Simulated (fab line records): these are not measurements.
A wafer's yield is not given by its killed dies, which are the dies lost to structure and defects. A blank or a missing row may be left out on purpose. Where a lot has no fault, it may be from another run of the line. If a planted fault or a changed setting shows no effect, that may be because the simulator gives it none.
fab line records	flow n5-finfet
[record] lots = 5	wafers = 15	last-day = 18
route steps=1938 shown WELL_APT@21 PMOS_HMC_CHANNEL_EPI@57 BEOL_M4@1111 PASSIVATION@1936
lots with no fault: from the same line, run without faults
start-h: the number of hours between the record's first day and the start of the first shown wafer of the lot	wait-h: hours since the lot's step before	" identical to the entry in the row above	L1.1+2: several wafers, shown together as one row	- no value, or no start was given	* or withheld: withheld	< > ~ a bound
route shown NAME@n: names a module that has steps shown in the file, with the first one's number in the route	usual: average and standard deviation across the fault-free wafers	same: alike in all rows	chamber/n: place in a boat	sites: each site's reading	_std_site: the values' standard deviation	_edge_site: inner sites' mean taken away from outer sites' mean	radius-mm: for every site, how far away it sits from the centre of the wafer	mask NAME#n: copy n	behind: tool/chamber where the wafer was last shaped	hold: the reason the lot was held/the length of the hold in hours/how it ended	device: the n, p or np transistor that did not switch	end of line: the same wafers' tests at the end of the route	a step with no rows: only its recipe	killed: dies lost to structure and defects at the first sort, not the wafer's yield	map: a wafer's dies, marking killed ones x, the rest . and places with no die _
set.NAME: setting as actually run; set.NAME@STEP: the setting as run at that earlier step	model.NAME: the simulator's own value behind a step, which no gauge read
lots at some steps of the route; a table a step, a row a wafer
services: a tool's chamber out of use, with start hour (start-h, from the record's first day; less than 0 if before it), hours out, and reason
[[steps]]
[step N5_WELL_APT_COAT_02]
[recipe] spin-rpm = 1357	resist-thk-nm = 950
[step N5_WELL_APT_EBR_04]
[recipe] solvent = PGMEA	ebr-width-mm = 1.5
[step N5_WELL_APT_SOFTBAKE_03]
[recipe] temp-c = 130	time-s = 60
[step N5_WELL_APT_EXPOSE_05]
[recipe] mask-id = NWELL	na = 0.8	source-shape = conventional	sigma-outer = 0.8	polarization = unpolarized	defocus-nm = 0	target-cd-nm = 200	dose-mj = 20.3
[step N5_WELL_APT_PEB_06]
[recipe] peb-temp-c = 130	peb-time-s = 90
[step N5_WELL_APT_DEVELOP_07]
[recipe] develop-time-s = 45	rinse-liquid = surfactant-rinse	dry = air-spin	dev-temp-c = 21
[step N5_WELL_APT_HARDBAKE_12]
[recipe] temp-c = 130	time-s = 120
[step N5_WELL_APT_DESCUM_13]
[recipe] chemistry = O2	time-s = 7.9	source-power-w = 50	bias-power-w = 20	pressure-mtorr = 20	rf-frequency-hz = 2.712e+07	temp-c = 40	o2-flow-sccm = 225
[step N5_WELL_APT_IMPLANT_14]
[recipe] species = P	energy-kev = 160	dose-cm2 = 1.5e+13	tilt-deg = 0	rotation-deg = 0
[step N5_WELL_APT_IMPLANT_15]
[recipe] species = As	energy-kev = 25	dose-cm2 = 1.5e+13	tilt-deg = 0	rotation-deg = 0
[usual] beam-energy-keV = 24.999/0.0085	beam-on-s = 10.02/0.2	tilt-deg = -0.003/0.017
lot.wafer	tool	chamber	start-h	wait-h	beam-energy-keV	beam-on-s	tilt-deg
L472.1	implanter-01	0	56.19	0.1	25.000	9.67	-0.004
L472.4	"	0	"	"	25.000	10.05	-0.007
L472.5	"	0	"	"	25.006	10.07	-0.007
L478.1	implanter-01	-	92.44	0.1	-	-	-
L478.3	"	-	"	"	-	-	-
L478.6	"	-	"	"	-	-	-
L479.3	implanter-02	-	98.11	0.1	-	-	-
L479.5	"	-	"	"	-	-	-
L479.6	"	-	"	"	-	-	-
L480.2	implanter-02	-	104.41	0.1	-	-	-
L480.3	"	-	"	"	-	-	-
L480.4	"	-	"	"	-	-	-
L487.2	implanter-01	0	146.27	0.1	25.000	10.21	0.014
L487.3	"	0	"	"	25.014	9.75	0.001
L487.4	"	0	"	"	24.983	9.94	-0.010
[step N5_WELL_APT_STRIP_16]
[recipe] chemistry = SPM	time-s = 900	temp-c = 130	h2so4-h2o2-vol-ratio = 4	dry = ipa-marangoni
[step N5_WELL_APT_HMDS_18]
[recipe] time-s = 60	temp-c = 120
[step N5_WELL_APT_COAT_19]
[recipe] spin-rpm = 1357	resist-thk-nm = 950
[step N5_WELL_APT_EBR_21]
[recipe] solvent = PGMEA	ebr-width-mm = 1.5
[step N5_WELL_APT_SOFTBAKE_20]
[recipe] temp-c = 130	time-s = 60
[step N5_WELL_APT_EXPOSE_22]
[recipe] mask-id = PWELL	na = 0.8	source-shape = conventional	sigma-outer = 0.8	polarization = unpolarized	defocus-nm = 0	target-cd-nm = 200	dose-mj = 23.2
[step N5_WELL_APT_PEB_23]
[recipe] peb-temp-c = 130	peb-time-s = 90
[step N5_WELL_APT_DEVELOP_24]
[recipe] develop-time-s = 45	rinse-liquid = surfactant-rinse	dry = air-spin	dev-temp-c = 21
[step N5_WELL_APT_HARDBAKE_29]
[recipe] temp-c = 130	time-s = 120
[step N5_WELL_APT_DESCUM_30]
[recipe] chemistry = O2	time-s = 7.9	source-power-w = 50	bias-power-w = 20	pressure-mtorr = 20	rf-frequency-hz = 2.712e+07	temp-c = 40	o2-flow-sccm = 225
[step N5_WELL_APT_IMPLANT_31]
[recipe] species = B	energy-kev = 60	dose-cm2 = 1.5e+13	tilt-deg = 0	rotation-deg = 0
[step N5_WELL_APT_IMPLANT_32]
[recipe] species = BF2	energy-kev = 50	dose-cm2 = 2e+13	tilt-deg = 0	rotation-deg = 0
[step N5_WELL_APT_STRIP_33]
[recipe] chemistry = SPM	time-s = 900	temp-c = 130	h2so4-h2o2-vol-ratio = 4	dry = ipa-marangoni
[step N5_WELL_APT_RTA_34]
[recipe] temp-c = 1000	time-s = 10	ambient = N2	idle-temp-c = 600	ramp-up-c-per-s = 150	ramp-down-c-per-s = 60	cool-to-c = 600
[step N5_WELL_APT_OXIDE_STRIP_42]
[recipe] chemistry = dHF	dilution = 25:1	time-s = 45	temp-c = 25	target = SiO2	target-depth-a = 120
[step N5_WELL_APT_PRECLEAN_36]
[recipe] chemistry = O3/DIW	time-s = 45	temp-c = 22	o3-ppm = 10
[step N5_WELL_APT_PRECLEAN_39]
[recipe] chemistry = dHF	time-s = 60	dilution = 150:1	temp-c = 25
[step N5_WELL_APT_SRD_37]
[recipe] dry = ipa-marangoni	do-ppb = 5	time-s = 30	temp-c = 23	rinse-liquid = diw
[step N5_WELL_APT_EPI_41]
[recipe] material = Si	target-thk-a = 500	temp-c = 650	precursor = SiH4/H2	pressure-torr = 20	time-s = 297.7
[step N5_PMOS_HMC_CHANNEL_EPI_HM_DEP_34]
[recipe] material = SiO2	target-thk-a = 360	temp-c = 400	precursor = TEOS/O2	pressure-torr = 6.5	rf-w = 900	teos-flow-sccm = 161.4	gas = O2	flow-sccm = 2650	time-s = 6.9
[step N5_PMOS_HMC_CHANNEL_EPI_COAT_31]
[recipe] resist = BARC	temp-c = 205	time-s = 60	spin-rpm = 1500	resist-thk-nm = 66
[step N5_PMOS_HMC_CHANNEL_EPI_COAT_03]
[recipe] resist = CAR-ArF-block	spin-rpm = 1500	resist-thk-nm = 205
[step N5_PMOS_HMC_CHANNEL_EPI_EBR_05]
[recipe] solvent = PGMEA	ebr-width-mm = 1.5
[step N5_PMOS_HMC_CHANNEL_EPI_SOFTBAKE_04]
[recipe] temp-c = 110	time-s = 60	resist = CAR-ArF-block
[step N5_PMOS_HMC_CHANNEL_EPI_EXPOSE_06]
[recipe] mask-id = PMOS_HMC_BLK	na = 1.35	source-shape = conventional	sigma-outer = 0.8	polarization = unpolarized	target-cd-nm = 240	dose-mj = 41
[step N5_BEOL_M4_RC_MEAS_101]
[usual] CJ_P = 5.80/0.14	DIBL_N = 36.4/1.2	DIBL_P = 36.1/1.6	IOFF_N = 0.156/0.024	IOFF_P = 0.21/0.031	IOFF_P_85C = 3.6/0.44	IOFF_P_LIN = 0.098/0.012	ION_N = 674/11	ION_P = 463/6.9	SS_N = 71.5/0.5	SS_P = 73.2/0.55	VT_N = 250.0/2.9	VT_P = -250/3.6
lot.wafer	tool	chamber	start-h	wait-h	CJ_P	DIBL_N[mV/V]	DIBL_P[mV/V]	IOFF_N[nA/um]	IOFF_P[nA/um]	IOFF_P_85C[nA/um]	IOFF_P_LIN[nA/um]	ION_N[uA/um]	ION_P[uA/um]	SS_N[mV/dec]	SS_P[mV/dec]	VT_N[mV]	VT_P[mV]
L472.1	prober-02	0	195.83	0.0	5.55	37.4	37.2	0.192	0.26	4.4	0.122	690	480	71.0	74.1	246.9	-245
L472.4	"	0	"	"	5.92	36.2	35.9	0.174	0.22	3.8	0.107	694	472	71.1	74.0	248.1	-247
L472.5	"	0	"	"	5.75	36.4	36.8	0.175	0.26	4.3	0.121	692	478	70.6	74.5	248.4	-245
L478.1	prober-01	0	242.03	0.0	1.01	36.0	47.9	0.116	0.65	9.2	0.135	655	467	71.2	81.3	258.6	-253
L478.3	"	0	"	"	1.02	37.5	59.8	0.142	2.07	24.2	0.238	670	467	71.9	92.4	250.9	-248
L478.6	"	0	"	"	1.02	36.0	46.6	0.120	0.56	8.0	0.132	666	462	71.5	79.8	255.5	-250
L479.3	prober-02	0	244.21	0.3	1.00	36.5	49.1	0.168	0.88	12.3	0.174	685	468	71.2	82.9	250.4	-246
L479.5	"	0	"	"	1.00	35.4	49.9	0.138	0.95	12.8	0.168	663	469	71.2	83.9	250.0	-248
L479.6	"	0	"	"	1.00	36.7	51.9	0.170	1.28	16.7	0.207	685	476	71.6	86.6	247.7	-245
L480.2	prober-02	0	252.79	0.2	1.00	35.6	55.9	0.134	1.72	21.2	0.225	661	469	71.4	91.0	255.2	-248
L480.3	"	0	"	"	1.00	36.0	48.8	0.162	0.90	12.5	0.178	686	476	71.6	84.1	251.0	-245
L480.4	"	0	"	"	1.00	37.4	58.7	0.163	2.03	24.5	0.252	673	473	71.3	91.4	251.6	-247
L487.2	prober-02	0	314.79	0.2	5.62	36.5	37.3	0.168	0.22	3.8	0.104	673	464	71.8	73.5	247.5	-250
L487.3	"	0	"	"	5.63	38.1	38.8	0.196	0.24	4.1	0.110	689	466	71.8	74.1	246.7	-246
L487.4	"	0	"	"	5.68	35.9	35.8	0.140	0.19	3.3	0.094	659	459	71.7	73.5	252.1	-250
[step N5_PASSIVATION_PROBE_49]
[usual] defect-limited-yield = 91.4/1.5	killed_at_M0_to_M3 = 31/11	killed_at_M4_up = 13/5.5	killed-at-contacts = 13/6.3	killed-at-front-end = 40/13	killed-at-other = 3.3/2.6	killed-dies = 101/18	killed-open = 67/13	killed-short = 33/7.9	sort_bin_4_leakage = 0/0	sort_bin_5_function = 5.1/1	sort_bin_6_memory = 3.2/0.68	sort-n-pass = 1079/18	sort-yield-pct = 91.4/1.5
[same] gross-dies = 1180	killed-at-back-side = 0	sort_bin_8_speed[%] = 0
lot.wafer	tool	chamber	start-h	wait-h	defect-limited-yield[%]	killed_at_M0_to_M3	killed_at_M4_up	killed-at-contacts	killed-at-front-end	killed-at-other	killed-dies	killed-open	killed-short	sort_bin_4_leakage[%]	sort_bin_5_function[%]	sort_bin_6_memory[%]	sort-n-pass	sort-yield-pct[%]
L472.1	prober-01	-	298.42	0.0	91.5	35	21	16	25	3	100	69	30	0	5.8	2.5	1080	91.5
L472.4	prober-01	-	298.57	0.2	90.1	46	13	15	36	7	117	77	39	0	5.3	4.4	1063	90.1
L472.5	prober-01	-	298.62	0.2	88.9	49	30	8	43	1	131	84	45	0	6.9	3.9	1049	88.9
L478.1	prober-01	-	337.82	0.0	93.0	29	13	8	32	1	83	58	24	57.20	5.0	1.8	422	35.8
L478.3	prober-01	-	337.92	0.1	92.1	28	16	13	35	1	93	61	32	92.12	4.6	3.1	0	0
L478.6	prober-01	-	338.07	0.3	91.2	37	17	18	31	1	104	73	29	23.47	5.8	3.0	799	67.7
L479.3	prober-02	-	351.51	0.1	93.9	18	16	7	29	2	72	49	23	91.36	3.5	2.3	30	2.5
L479.5	prober-02	-	351.61	0.2	93.6	26	11	4	32	3	76	40	35	91.86	3.3	2.6	20	1.7
L479.6	prober-02	-	351.66	0.3	91.9	25	17	14	36	3	95	63	31	91.95	4.0	3.8	0	0
L480.2	prober-01	-	354.27	0.1	90.3	30	15	6	59	5	115	63	50	90.25	5.4	3.6	0	0
L480.3	prober-01	-	354.32	0.1	86.9	61	16	15	57	5	154	107	46	84.66	8.4	4.6	27	2.3
L480.4	prober-01	-	354.37	0.2	90.6	34	19	11	41	6	111	74	35	90.59	5.9	3.1	0	0
L487.2	prober-02	-	422.08	0.1	90.3	37	12	8	52	6	115	71	43	0	6.0	3.6	1065	90.3
L487.3	prober-02	-	422.13	0.1	91.7	33	13	3	47	2	98	67	30	0	5.7	2.6	1082	91.7
L487.4	prober-02	-	422.18	0.2	90.8	32	9	17	47	4	109	78	31	0	5.9	2.9	1071	90.8
// killed by level:class
L472.1 BEOL_M0_SAQP:geometric-particle:open=15 MOL_CONTACT_COAG:geometric-particle:open=11 BEOL_M0_SAQP:geometric-particle:short=8 FIN_SAQP:geometric-particle:open=6 BEOL_M2:geometric-particle:open=6 BEOL_M4:geometric-particle:open=6 STI_FIN_REVEAL:geometric-particle:open=5 MOL_CONTACT_COAG:geometric-particle:short=5
L472.4 MOL_CONTACT_COAG:geometric-particle:open=13 BEOL_M0_SAQP:geometric-particle:open=10 BEOL_M0_SAQP:geometric-particle:short=10 STI_FIN_REVEAL:geometric-particle:open=9 FIN_SAQP:geometric-particle:open=8 BEOL_M3:geometric-particle:open=8 BEOL_M4:geometric-particle:open=5 BEOL_M5:geometric-particle:open=5
L472.5 BEOL_M4:geometric-particle:open=22 BEOL_M3:geometric-particle:open=16 STI_FIN_REVEAL:geometric-particle:open=11 BEOL_M0_SAQP:geometric-particle:open=11 BEOL_M0_SAQP:geometric-particle:short=11 FIN_SAQP:geometric-particle:short=10 MOL_CONTACT_COAG:geometric-particle:open=7 STI_FIN_REVEAL:geometric-particle:short=6
L478.1 FIN_SAQP:geometric-particle:open=14 BEOL_M0_SAQP:geometric-particle:short=9 BEOL_M1:geometric-particle:open=7 MOL_CONTACT_COAG:geometric-particle:open=7 BEOL_M4:geometric-particle:open=7 BEOL_M0_SAQP:geometric-particle:open=6 FIN_SAQP:geometric-particle:short=5 BEOL_M2:geometric-particle:open=5
L478.3 BEOL_M2:geometric-particle:open=15 FIN_SAQP:geometric-particle:short=14 MOL_CONTACT_COAG:geometric-particle:open=12 BEOL_M6:geometric-particle:open=6 FIN_SAQP:geometric-particle:open=4 BEOL_M3:geometric-particle:open=4 ILD0:geometric-particle:open=3 BEOL_M3:geometric-particle:short=3
L478.6 MOL_CONTACT_COAG:geometric-particle:open=12 FIN_SAQP:geometric-particle:open=10 BEOL_M3:geometric-particle:open=9 BEOL_M2:geometric-particle:open=7 FIN_SAQP:geometric-particle:short=6 MOL_CONTACT_COAG:geometric-particle:short=6 BEOL_M5:geometric-particle:open=6 BEOL_M0_SAQP:geometric-particle:open=5
L479.3 FIN_SAQP:geometric-particle:open=6 BEOL_M2:geometric-particle:open=6 MOL_CONTACT_COAG:geometric-particle:open=5 BEOL_M1:geometric-particle:open=5 DUMMY_GATE:geometric-particle:open=4 BEOL_M0_SAQP:geometric-particle:short=4 BEOL_M6:geometric-particle:open=4 DUMMY_GATE:geometric-particle:short=3
L479.5 FIN_SAQP:geometric-particle:short=9 BEOL_M1:geometric-particle:short=5 BEOL_M1:geometric-particle:open=5 STARTING-WAFER:geometric-particle:short=5 FIN_SAQP:geometric-particle:open=4 MOL_CONTACT_COAG:geometric-particle:open=4 BEOL_M3:geometric-particle:open=4 BEOL_M0_SAQP:geometric-particle:open=4
L479.6 MOL_CONTACT_COAG:geometric-particle:open=13 GATE_CUT:geometric-particle:short=10 FIN_SAQP:geometric-particle:open=8 BEOL_M8:geometric-particle:open=6 FIN_SAQP:geometric-particle:short=5 BEOL_M2:geometric-particle:open=5 BEOL_M4:geometric-particle:open=4 DUMMY_GATE:geometric-particle:open=4
L480.2 FIN_SAQP:geometric-particle:short=23 FIN_SAQP:geometric-particle:open=16 BEOL_M4:geometric-particle:open=7 BEOL_M3:geometric-particle:short=5 BEOL_M3:geometric-particle:open=5 STARTING-WAFER:geometric-particle:open=4 MOL_CONTACT_COAG:geometric-particle:open=4 BEOL_M0_SAQP:geometric-particle:short=4
L480.3 BEOL_M0_SAQP:geometric-particle:open=18 FIN_SAQP:geometric-particle:short=17 FIN_SAQP:geometric-particle:open=14 MOL_CONTACT_COAG:geometric-particle:open=14 BEOL_M3:geometric-particle:open=14 BEOL_M0_SAQP:geometric-particle:short=13 DUMMY_GATE:geometric-particle:open=6 BEOL_M2:geometric-particle:open=6
L480.4 BEOL_M3:geometric-particle:open=19 FIN_SAQP:geometric-particle:short=11 MOL_CONTACT_COAG:geometric-particle:open=9 BEOL_M4:geometric-particle:open=7 DUMMY_GATE:geometric-particle:open=6 FIN_SAQP:geometric-particle:open=5 BEOL_M0_SAQP:geometric-particle:open=4 PAD_METAL:geometric-particle:open=4
L487.2 STI_FIN_REVEAL:geometric-particle:open=21 BEOL_M0_SAQP:geometric-particle:short=19 BEOL_M0_SAQP:geometric-particle:open=8 DUMMY_GATE:geometric-particle:open=7 GATE_CUT:geometric-particle:short=7 MOL_CONTACT_COAG:geometric-particle:open=6 BEOL_M4:geometric-particle:open=6 BEOL_M0:geometric-particle:open=5
L487.3 FIN_SAQP:geometric-particle:open=13 STI_FIN_REVEAL:geometric-particle:open=9 BEOL_M2:geometric-particle:open=8 BEOL_M0_SAQP:geometric-particle:short=7 BEOL_M0_SAQP:geometric-particle:open=7 DUMMY_GATE:geometric-particle:open=6 FIN_SAQP:geometric-particle:short=5 BEOL_M0:geometric-particle:open=4
L487.4 STI_FIN_REVEAL:geometric-particle:open=21 MOL_CONTACT_COAG:geometric-particle:open=13 BEOL_M2:geometric-particle:open=12 BEOL_M0_SAQP:geometric-particle:open=7 BEOL_M0_SAQP:geometric-particle:short=5 BEOL_M4:geometric-particle:open=5 STARTING-WAFER:geometric-particle:short=5 GATE_CUT:geometric-particle:short=4
// map L478.6 (x killed, . not)
_________________.........x..________________
______________....x.......x....._____________
___________......x.....x.....x.....__________
__________x......x......x..........._________
________.......x...x......x...x....x.x_______
_______.........x......................______
______x........x............x..........._____
_____...x.....................x......x...____
____..........................xx...x.x....___
___..xx.....x............x.x...............__
___......................x..x..............__
__.............x..x....x...................x_
__.....x.....x.x..................x...x....._
_............................................
_......................................xx....
_....xx...........................x.........x
_.....................x........x....xx.......
_x..............................x..x.........
_....x.......................x..........x....
_...x.........x.........xx...................
_...........x.x...................xx........x
__.x..x........x....................xx......_
__.x.........x.......x..x.x............xx..._
___.....x..................................__
___.....x.......................x.....x....__
____.....................................x___
_____...............x....................____
______.............x........xx.x........_____
_______..........................x.x.xx______
________...x.........................._______
__________.......xx.x........x......_________
___________...xx...................__________
______________............x.x.x._____________
_________________......x.....________________
// map L479.6 (x killed, . not)
_________________....x.x.....________________
______________...........x..xx.._____________
___________...............x..x.....__________
__________.....x.x..x....x.........._________
________............x................._______
_______......x........x...........x....______
______.....................x.x.........._____
_____........xx..............x...........____
____....................x.................___
___..........x..x.........x................__
___............................x.......x..x__
__............x......x.....xx..............._
__................................x........._
_............x..x..................x.......x.
_...........xxx.........x.....x..............
_..............x..x........x.......x.........
_.................x...........x..............
_x..x.......x...........x....................
_xx................x...........x.x...........
_..xx........................................
_.....x....x....x...............x............
__..................x..................x...._
__....x.......x....................xx......._
___................xx..x..............x....__
___......................x.......x.......x.__
____...........x...............x........x.___
_____.......................x......x.....____
______.............x..x.x..............._____
_______....x......x......x...x....x....______
________...........................x.._______
__________.........x..x............._________
___________x.....................x.__________
______________x.x..............._____________
_________________............________________
[[services]]
tool	chamber	start-h	hours	kind
implanter-02	-	41.10	6.2	repair
implanter-01	-	81.30	2.5	repair
implanter-01	-	119.68	1.5	repair
[[key]]
[first-sign] step = N5_WELL_APT_IMPLANT_15	reading = tool-record	direction = missing
[effect] step = N5_BEOL_M4_RC_MEAS_101	reading = CJ_P	direction = down	sigmas = 33	usual = 5.80	struck = 1.00
[effect] step = N5_BEOL_M4_RC_MEAS_101	reading = IOFF_P	direction = up	sigmas = 32	usual = 0.21	struck = 1.23
[effect] step = N5_BEOL_M4_RC_MEAS_101	reading = IOFF_P_85C	direction = up	sigmas = 27	usual = 3.6	struck = 15.7
[effect] step = N5_BEOL_M4_RC_MEAS_101	reading = SS_P	direction = up	sigmas = 23	usual = 73.2	struck = 85.9
[effect] step = N5_BEOL_M4_RC_MEAS_101	reading = DIBL_P	direction = up	sigmas = 9.9	usual = 36.1	struck = 52.1
[effect] step = N5_BEOL_M4_RC_MEAS_101	reading = IOFF_P_LIN	direction = up	sigmas = 7.5	usual = 0.098	struck = 0.190
[effect] step = N5_PASSIVATION_PROBE_49	reading = sort_bin_4_leakage	direction = up	sigmas = 99+	usual = 0	struck = 79.27
met-at N5_WELL_APT_IMPLANT_15
struck-wafers L478.1,L478.3,L478.6,L479.3,L479.5,L479.6,L480.2,L480.3,L480.4
onset-between 56.19 92.44
[fault] kind = skipped-step-whole	tool = implanter-01,implanter-02	chamber = -	onset-h = 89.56	steps = N5_WELL_APT_IMPLANT_15	scope = struck-lots-only
